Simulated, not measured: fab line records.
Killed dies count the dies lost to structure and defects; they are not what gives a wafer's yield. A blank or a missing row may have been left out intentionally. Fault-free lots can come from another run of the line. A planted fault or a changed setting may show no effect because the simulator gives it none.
The tool behind it: which one? | flow nand-harc | 36 wafers from 13 lots sampled at 4 of the route's 1159 steps

== WHAT THE GAUGES READ, wafer by wafer ==
Not one reading of a measure or inspect step in the record can be checked against a usual standard deviation.

== WHICH TOOL RAN EACH LOT (tool, then ch and the chambers of the sampled wafers, then the start) ==
lot  | NHARC_A_WL_FILL_ALD_19              | NHARC_A_CONTACT_ETCH_48            | NHARC_A_CONTACT_ETCH_49                       | NHARC_A_CONTACT_ETCH_117
L453 | ald-metal-02 ch 0,2,3, day 15 20:39 | rie-diel-07 ch 0,2,3, day 16 09:29 | rie-diel-07 ch 1,2,3, day 16 11:18 or earlier | har-cap-etch-02 ch 0,1, day 16 11:18
L457 | ald-metal-04 ch 0,1,3, day 16 10:40 | rie-diel-07 ch 0,1,2, day 16 20:23 | rie-diel-07 ch 1,2, day 16 22:13 or earlier   | har-cap-etch-02 ch 1, day 16 22:13
L454 | ald-metal-01 ch 0,2,3, day 16 10:40 | rie-diel-01 ch 1,2,3, day 16 20:41 | rie-diel-01 ch 0,1,3, day 16 22:35 or earlier | har-cap-etch-03 ch 0,1, day 16 22:35
L455 | ald-metal-01 ch 0,2,3, day 16 10:47 | rie-diel-08 ch 0,1,3, day 17 00:55 | rie-diel-08 ch 1,2,3, day 17 04:32 or earlier | har-cap-etch-01 ch 0,1, day 17 04:32
L458 | ald-metal-01 ch 0,1, day 16 22:30   | rie-diel-01 ch 0,1,2, day 17 12:09 | rie-diel-01 ch 0,3, day 17 14:31 or earlier   | har-cap-etch-02 ch 0,1, day 17 14:31
L461 | ald-metal-02 ch 2,3, day 18 04:03   | rie-diel-08 ch 2,3, day 18 15:52   | rie-diel-08 ch 0,2, day 18 17:48 or earlier   | har-cap-etch-03 ch 0,1, day 18 17:48
L460 | ald-metal-01 ch 0,1, day 18 04:04   | rie-diel-07 ch 1,2,3, day 18 15:28 | rie-diel-07 ch 0,2,3, day 18 17:26 or earlier | har-cap-etch-02 ch 0,1, day 18 17:26
L463 | ald-metal-01 ch 0,1,2, day 19 05:32 | rie-diel-01 ch 0,2,3, day 19 16:11 | rie-diel-01 ch 0,1,2, day 19 18:03 or earlier | har-cap-etch-02 ch 0,1, day 19 18:03
L462 | ald-metal-02 ch 0,1,3, day 19 05:34 | rie-diel-07 ch 1,2,3, day 19 18:32 | rie-diel-07 ch 0,1, day 19 20:22 or earlier   | har-cap-etch-01 ch 0,1, day 19 20:22
L470 | ald-metal-04 ch 0,2, day 19 20:14   | rie-diel-07 ch 2,3, day 20 05:58   | rie-diel-07 ch 1,2, day 20 08:02 or earlier   | har-cap-etch-03 ch 0,1, day 20 08:02
L467 | ald-metal-01 ch 2,3, day 19 20:16   | rie-diel-07 ch 0,1, day 20 11:14   | rie-diel-07 ch 2,3, day 20 13:04 or earlier   | har-cap-etch-02 ch 0, day 20 13:04
L469 | ald-metal-01 ch 0,1, day 20 01:25   | rie-diel-07 ch 2,3, day 20 17:28   | rie-diel-07 ch 1,2, day 20 19:19 or earlier   | har-cap-etch-01 ch 0,1, day 20 19:19
L473 | ald-metal-02 ch 1,2, day 21 09:31   | rie-diel-08 ch 0,1,3, day 22 01:31 | rie-diel-08 ch 0,1,3, day 22 03:20 or earlier | har-cap-etch-03 ch 1, day 22 03:20
- NHARC_A_WL_FILL_ALD_19: deposits TiN, target thk 2 nm, pulse time 3 s, ald cycles 100.
- NHARC_A_CONTACT_ETCH_48: etches the open film in CF4, target depth 39 nm, time 65 s.
- NHARC_A_CONTACT_ETCH_49: etches the open film in N2/H2, target depth 260 nm, time 475.3 s.
- NHARC_A_CONTACT_ETCH_117: etches the open film in C4F8/O2/Ar, time 94 s, target depth 922 nm.

== WHAT THE TOOLS THEMSELVES READ (means of the sampled wafers that have a number; where no wafer has one, the mark that the record gives instead) ==
NHARC_A_WL_FILL_ALD_19.
lot  | tool         | heater-power-w (W) | precursor-pulse-height-rel
L453 | ald-metal-02 | 987                | 1.013
L457 | ald-metal-04 | 1030               | 0.971
L454 | ald-metal-01 | 1024               | 1.013
L455 | ald-metal-01 | 1034               | 0.989
L458 | ald-metal-01 | 1091               | 1.000
L461 | ald-metal-02 | 986                | 0.994
L460 | ald-metal-01 | 1052               | 1.023
L463 | ald-metal-01 | 1013               | 0.995
L462 | ald-metal-02 | 1236               | 0.999
L470 | ald-metal-04 | 1169               | 1.026
L467 | ald-metal-01 | 1052               | 1.009
L469 | ald-metal-01 | 1072               | 1.004
L473 | ald-metal-02 | 1399               | 1.033

NHARC_A_CONTACT_ETCH_48.
lot  | tool        | drypump-motor-current-A (A) | oes-product-au (a.u.) | rf-vpp-V (V) | run-length-s (s) | showerhead-plenum-p-Torr (Torr) | throttle-valve-pct (%)
L453 | rie-diel-07 | 6.0                         | 1.005                 | 151.1        | 86.6             | 1.74                            | 13.277
L457 | rie-diel-07 | 5.5                         | 0.994                 | 150.9        | 86.2             | 1.75                            | 13.278
L454 | rie-diel-01 | 5.4                         | 1.006                 | 151.2        | 86.7             | 1.77                            | 13.279
L455 | rie-diel-08 | 5.6                         | 1.001                 | 151.7        | 86.2             | 1.77                            | 13.284
L458 | rie-diel-01 | 5.7                         | 0.998                 | 152.3        | 86.4             | 1.79                            | 13.281
L461 | rie-diel-08 | 5.7                         | 0.996                 | 153.1        | 86.6             | 1.86                            | 13.287
L460 | rie-diel-07 | 5.9                         | 0.995                 | 151.5        | 86.5             | 1.81                            | 13.281
L463 | rie-diel-01 | 5.5                         | 0.992                 | 151.9        | 86.8             | 1.80                            | 13.284
L462 | rie-diel-07 | 5.9                         | 0.999                 | 151.1        | 86.5             | 1.80                            | 13.287
L470 | rie-diel-07 | 6.2                         | 1.007                 | 151.4        | 84.3             | 1.77                            | 13.284
L467 | rie-diel-07 | 5.6                         | 0.998                 | 151.4        | 84.2             | 1.77                            | 13.272
L469 | rie-diel-07 | 6.1                         | 1.012                 | 151.2        | 84.3             | 1.77                            | 13.290
L473 | rie-diel-08 | 5.6                         | 1.006                 | 151.0        | 86.2             | 1.76                            | 13.287

NHARC_A_CONTACT_ETCH_49.
lot  | tool        | drypump-motor-current-A (A) | h2-flow-sccm (sccm) | oes-product-au (a.u.) | rf-vpp-V (V) | run-length-s (s) | showerhead-plenum-p-Torr (Torr) | throttle-valve-pct (%)
L453 | rie-diel-07 | 5.9                         | 150.0               | 1.011                 | 431.5        | 496.6            | 2.09                            | 14.168
L457 | rie-diel-07 | 5.4                         | 149.6               | 0.999                 | 432.2        | 496.5            | 2.10                            | 14.175
L454 | rie-diel-01 | 5.6                         | 149.8               | 1.003                 | 431.6        | 497.3            | 2.10                            | 14.162
L455 | rie-diel-08 | 5.6                         | 149.9               | 0.993                 | 431.3        | 496.6            | 2.09                            | 14.163
L458 | rie-diel-01 | 5.3                         | 149.7               | 0.995                 | 432.6        | 497.3            | 2.12                            | 14.174
L461 | rie-diel-08 | 5.5                         | 150.0               | 0.994                 | 432.9        | 496.9            | 2.11                            | 14.167
L460 | rie-diel-07 | 6.0                         | 150.2               | 1.012                 | 430.5        | 496.6            | 2.01                            | 14.172
L463 | rie-diel-01 | 5.7                         | 150.4               | 0.990                 | 430.8        | 496.6            | 2.07                            | 14.177
L462 | rie-diel-07 | 5.6                         | 149.7               | 1.001                 | 429.2        | 496.6            | 2.00                            | 14.172
L470 | rie-diel-07 | 5.5                         | 150.2               | 1.001                 | 430.8        | 496.2            | 2.06                            | 14.170
L467 | rie-diel-07 | 6.2                         | 149.8               | 1.008                 | 431.1        | 496.8            | 2.04                            | 14.176
L469 | rie-diel-07 | 5.5                         | 150.1               | 1.002                 | 430.8        | 496.2            | 2.06                            | 14.159
L473 | rie-diel-08 | 5.6                         | 149.9               | 1.003                 | 430.0        | 496.8            | 2.03                            | 14.176

== THE ANSWER, worked out from the rows above alone ==
Rule: the lots themselves supply what counts as usual. Put in order of their means at a reading, lots are off if they are a third of the lots or fewer, leave a main group of 4 or more, and stand apart from it by a gap of 3 or more times the standard deviation of the main group's means; of several such gaps the widest counts. A main group is skipped when, at the precision printed for the reading in the tables above, its means are all equal. A lot without any number at a reading at which 4 lots or more have one is off too. Any other lot the step has rows for is counted as sound. The gauges are gone through in route order, then the tools' own readings, and for those a lot's mean is taken as printed above. At the first step where some lot is off, the reading lying furthest off is the one used; lots without a number count as furthest.
Off: L470, L467, L469 (NHARC_A_CONTACT_ETCH_48, run-length-s). The main group: mean 86.5 s, standard deviation 0.21.
A tool fits if, at that step or a process step before it, it ran every lot that is off, and no sound lot after the first of them. One candidate fits, namely rie-diel-07 at NHARC_A_CONTACT_ETCH_48. Its last sound lot is L462 (day 19 18:32), its first lot that is off L470 (day 20 05:58): a fault that began between those two fits.
The tool's own readings at NHARC_A_CONTACT_ETCH_48 bear it out: on the lots that are off they differ by more than 5 times the standard deviation of the sound lots' means. run-length-s reads 84.3 s there against 86.5 s on the sound lots.

== WHAT THE SIMULATOR HAD PUT IN ==
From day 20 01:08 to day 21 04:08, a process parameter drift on rie-diel-07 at NHARC_A_CONTACT_ETCH_48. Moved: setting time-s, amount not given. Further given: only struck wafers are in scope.
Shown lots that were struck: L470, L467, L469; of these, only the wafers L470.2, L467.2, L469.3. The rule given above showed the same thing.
